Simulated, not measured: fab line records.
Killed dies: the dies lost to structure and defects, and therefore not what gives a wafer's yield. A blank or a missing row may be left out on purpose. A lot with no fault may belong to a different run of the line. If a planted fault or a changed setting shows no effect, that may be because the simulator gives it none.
Matching of chambers	flow n5 finfet	N5_BEOL_M2_STRIP_36 on rie diel-03: 4 sister chambers
The step strips in N2/H2. 4 wafers are shown with their chamber, then 10 later ones without.

== WAFERS, EACH WITH ITS CHAMBER ==
wafer	chamber	drypump motor current A (A)
L082.4	2	5.5
L085.2	1	6.4
L085.4	3	5.9
L085.5	0	5.0

== WAFERS WHOSE CHAMBER IS MISSING ==
wafer	drypump motor current A (A)
L085.6	6.4
L087.3	6.3
L087.4	5.1
L087.6	6.3
L090.1	6.4
L090.2	5.5
L090.3	5.1
L091.1	6.3
L091.4	5.1
L091.6	5.9

== WHICH CHAMBER EACH ONE RAN IN ==
wafer	from the rows above	in truth
L085.6	1	1
L087.3	1	1
L087.4	0	0
L087.6	1	1
L090.1	1	1
L090.2	2	2
L090.3	0	0
L091.1	1	1
L091.4	0	0
L091.6	3	3
Correctly placed: 10 of 10. Not placeable from these rows: 0. 0 placed wrongly.
How it was worked out, from the rows above alone: a wafer's distance from a chamber is the root of the sum, over the readings, of the square of ((its reading less the chamber's mean) divided by the reading's scatter). The wafer belongs to the nearest chamber; if the next one is less than 2 further off, it can't be placed. The mean given for a chamber averages the wafers shown for that chamber. The scatter: with one shown wafer a chamber, the root of the mean of the squares of how far each hidden wafer lies from its nearest shown one.
